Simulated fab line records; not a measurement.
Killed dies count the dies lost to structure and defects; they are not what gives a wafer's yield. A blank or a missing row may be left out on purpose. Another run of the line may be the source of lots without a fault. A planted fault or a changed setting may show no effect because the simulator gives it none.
Struck lot and sound lot, side by side || flow n5-finfet || 16 out of 1938 route steps
Sound: wafers L729.3, L729.5, L729.6. Struck: wafers L738.1, L738.6. At the end, the cause is stated.
At each step with rows: each side's tool, then ch and its chambers, then its first start. Under that, the readings that differ: sound wafers || struck wafers || difference of the means || sigmas: that difference in standard deviations of wafers without a fault.
alike: readings whose means differ by less than 2 such deviations, and words and numbers that are the same on both sides. not compared: withheld readings, readings that some wafer has no value for, bounds like >300 that may hide the same value, and numbers for which the record gives no deviation and whose values overlap.
A row with sigmas, a row that says differs or no value, or rows on one side alone: a step with any of these is where the two part. Numbers that have no deviation but don't overlap get no sigmas and don't part them. Lack of a reading on every wafer of one side parts them only where that side has two or more wafers.

first, 4 steps without rows for these wafers: N5_HKMG_FIN_STRIP_89 (strips SOC in N2/H2, time 20 s); N5_HKMG_FIN_WET_ETCH_87 (etches TiN in SC1, time 154.2 s, target depth 4.7 nm, rinse time 30 s); N5_HKMG_FIN_STRIP_88 (strips in N2/H2, time 360 s); N5_HKMG_FIN_NWFM_ALD_20 (deposits TiAlC, target thk 2 nm, pulse time 3 s, purge time 2 s).
N5_HKMG_FIN_ALD_71: deposits TiN, target thk 1 nm, pulse time 1 s, purge time 3 s.
  sound on ald-metal-03 ch 0,1,3, day 5 22:07; struck on ald-metal-01 ch 0, day 8 01:53
  alike: chamber-pressure-Torr, heater-power-w, precursor-pulse-height-rel
  not compared: ald-cycles
then, 1 step without rows for these wafers: N5_HKMG_FIN_COAT_66 (time 60 s, resist thk 300 nm).
N5_HKMG_FIN_ETCH_67: etches SOC in N2/H2, stops on TiN, target depth 388.9 nm.
  sound on rie-diel-04 ch 0,1, day 5 22:27; struck on rie-diel-04 ch 3, day 8 02:16
{"reading": "oes-product-au (a.u.)", "sound": "0.95 0.90 0.94", "struck": "0.70 0.71", "difference": -0.22, "sigmas": -3}
  alike: drypump-motor-current-A, rf-vpp-V, showerhead-plenum-p-Torr, throttle-valve-pct
  not compared: rf-hours-counter-h
N5_HKMG_FIN_STRIP_90: strips SOC in N2/H2, time 20 s.
  sound on rie-diel-04 ch 0,1, day 5 22:31; struck on rie-diel-04 ch 3, day 8 02:20
{"reading": "oes-product-au (a.u.)", "sound": "0.95 0.91 0.95", "struck": "0.72 0.72", "difference": -0.22, "sigmas": -2}
  alike: drypump-motor-current-A, rf-vpp-V, showerhead-plenum-p-Torr, throttle-valve-pct
  not compared: rf-hours-counter-h
then, 1 step without rows for these wafers: N5_HKMG_FIN_WET_ETCH_73 (etches the open film in SC1, time 42.3 s, target depth 1.3 nm, rinse time 30 s).
N5_HKMG_FIN_ETCHBACK_68: etches the open film in Cl2/Ar, stops on HfO2, target depth 0.5 nm.
  sound on rie-metal-02 ch 0,1, day 5 22:43; struck on rie-metal-02 ch 0, day 8 02:29
  alike: drypump-motor-current-A, oes-product-au, throttle-valve-pct
  not compared: rf-hours-counter-h
then, 1 step without rows for these wafers: N5_HKMG_FIN_STRIP_69 (strips in N2/H2, time 360 s).
N5_HKMG_FIN_ALD_21: deposits TiN, target thk 1.5 nm, pulse time 1 s, purge time 3 s.
  sound on ald-metal-03 ch 0,1,2, day 5 23:12; struck on ald-metal-02 ch 0,3, day 8 03:08
  alike: chamber-pressure-Torr, heater-power-w, precursor-pulse-height-rel
  not compared: ald-cycles
N5_HKMG_FIN_ALD_72: deposits W, target thk 2 nm, pulse time 1 s, purge time 2 s.
  sound on cvd-w-01 ch 0,1, day 5 23:35; struck on cvd-w-02 ch 0, day 8 03:29
{"reading": "ald-cycles", "sound": "7 7 7", "struck": "6 6", "difference": -1, "sigmas": ""}
  alike: chamber-pressure-Torr, heater-power-w, precursor-pulse-height-rel
then, 1 step without rows for these wafers: N5_HKMG_FIN_W_FILL_22 (material W, target thk 60 nm, time 18.2 s).
-- here the record skips 3 days between the struck wafers' starts before and after, leaving off in module HKMG_FIN and picking up in module BEOL_M4 (first step shown: number 1111 of the route) --
N5_BEOL_M4_RC_MEAS_101:
  sound on prober-01 ch 0, day 9 09:21; struck on prober-01 ch 0, day 11 11:28
{"reading": "VT_N (mV)", "sound": "239 243 247", "struck": "254 250", "difference": "+9", "sigmas": "+2"}
  alike: DIBL_N, DIBL_P, IOFF_N, IOFF_P, ION_N, ION_P, SS_N, SS_P, VT_P
-- a jump in the record: the struck wafers' starts before and after are 5 days apart (it breaks off in module BEOL_M4 and resumes in module PASSIVATION, where the first step shown is number 1936 of the route) --
N5_PASSIVATION_PROBE_49:
  sound on prober-02 at day 13 18:27; struck on prober-01 at day 16 04:36
  alike: defect-limited-yield, killed_at_M0_to_M3, killed_at_M4_up, killed-at-contacts, killed-at-front-end, killed-at-other, killed-dies, killed-open, killed-short, sort_bin_5_function, sort_bin_6_memory, sort-n-pass, sort-yield-pct

== WHERE THEY PART ==
Earliest at N5_HKMG_FIN_ETCH_67; latest, in this record, at N5_BEOL_M4_RC_MEAS_101. Later steps at which nothing parts them and some readings are alike: N5_PASSIVATION_PROBE_49.

WHY: what had been put in by the simulator
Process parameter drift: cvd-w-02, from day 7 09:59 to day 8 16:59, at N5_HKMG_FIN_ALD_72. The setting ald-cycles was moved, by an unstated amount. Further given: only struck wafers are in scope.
